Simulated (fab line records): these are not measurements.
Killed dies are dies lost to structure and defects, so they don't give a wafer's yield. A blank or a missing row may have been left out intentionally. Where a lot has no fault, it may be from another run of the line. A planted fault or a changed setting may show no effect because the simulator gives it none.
Lot-split experiment    flow n5Finfet    7 lots, 21 wafers read, on a route of 1938 steps

## ABOUT THE SPLIT
At N5_DUMMY_GATE_COAT_35 (time 60 s, resist thk 10 nm), the setting spinRpm was moved away from the recipe's 1500 rpm on 5 of the 21 wafers read, by -9.3% to +9.2%. For the rest of the wafers, this setting stayed at what the recipe calls for.

Reading taken at the split's own step.

## THE READING
SiARC_of_DUMMY_GATE_COAT_35.thkNm (the simulator's own value, which no gauge read), in nm, at N5_DUMMY_GATE_COAT_35 (time 60 s, resist thk 10 nm). There is no usual value for it anywhere in the file.

wafer   tool, chamber at the split  spinRpm as run, rpm  against the recipe  SiARC_of_DUMMY_GATE_COAT_35.thkNm, nm  against lot-mates on the recipe
L074.1  lithoTrack-01, 0            1500                 recipe              10                                     -
L074.3  lithoTrack-01, 0            1500                 recipe              10                                     -
L074.5  lithoTrack-01, 0            1638                 +9.2%               9.6                                    -0.4
L080.2  lithoTrack-04, 0            1427                 -4.9%               10.2                                   +0.2
L080.5  lithoTrack-04, 0            1427                 -4.9%               10.2                                   +0.2
L080.6  lithoTrack-04, 0            1500                 recipe              10                                     -
L083.1  lithoTrack-01, 0            1500                 recipe              10                                     -
L083.2  lithoTrack-01, 0            1500                 recipe              10                                     -
L083.5  lithoTrack-01, 0            1369                 -8.7%               10.4                                   +0.4
L086.3  lithoTrack-01, 0            1500                 recipe              10                                     -
L086.4  lithoTrack-01, 0            1500                 recipe              10                                     -
L086.6  lithoTrack-01, 0            1500                 recipe              10                                     -
L091.1  lithoTrack-01, 0            1360                 -9.3%               10.6                                   +0.6
L091.2  lithoTrack-01, 0            1500                 recipe              10                                     -
L091.5  lithoTrack-01, 0            1500                 recipe              10                                     -
L093.3  lithoTrack-01, 0            1500                 recipe              10                                     -
L093.5  lithoTrack-01, 0            1500                 recipe              10                                     -
L093.6  lithoTrack-01, 0            1500                 recipe              10                                     -
L097.3  lithoTrack-04, 0            1500                 recipe              10                                     -
L097.4  lithoTrack-04, 0            1500                 recipe              10                                     -
L097.6  lithoTrack-04, 0            1500                 recipe              10                                     -

THE FIT
A straight line over all 21 wafers: SiARC_of_DUMMY_GATE_COAT_35.thkNm changes by -0.0496 nm for each +1% of spinRpm; r = -0.98; the points scatter about the line by 0.037 nm.
The same after taking each lot's own level away (the mean of its wafers on the recipe; 21 wafers): -0.0496 nm for each +1%; r = -0.98; scatter 0.037 nm.
That fit puts the effect of the largest move of spinRpm on the reading at 0.46 nm.
The lots' own levels span 10.00 to 10.00 nm.
So the lot-to-lot level changes the slope little: the two slopes agree.
Check: for one of the wafers moved furthest among these (-9.3%), held out of the fit, the line's prediction against its lot-mates is +0.409 nm. Against them it came out at +0.6 nm.

## THE OTHER SPLITS THESE WAFERS WENT THROUGH
Other splits were also applied to these wafers ahead of the reading. Each is held against what the fit with the lots' levels taken away leaves over:
other split on the same wafers  wafers away from the commonest value  r with SiARC_of_DUMMY_GATE_COAT_35.thkNm (lot level and that fit taken away)
N5_WELL_APT_EXPOSE_22 doseMj    7                                     +0.04
N5_WELL_APT_PEB_23 pebTempC     5                                     -0.14
N5_FIN_SAQP_ETCH_65 timeS       4                                     +0.01
N5_FIN_SAQP_FIN_ETCH_36 icpW    7                                     +0.03

## FILE'S OWN FIT
SiARC_of_DUMMY_GATE_COAT_35.thkNm changes by -0.0506 nm for each +1% of spinRpm, r = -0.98.
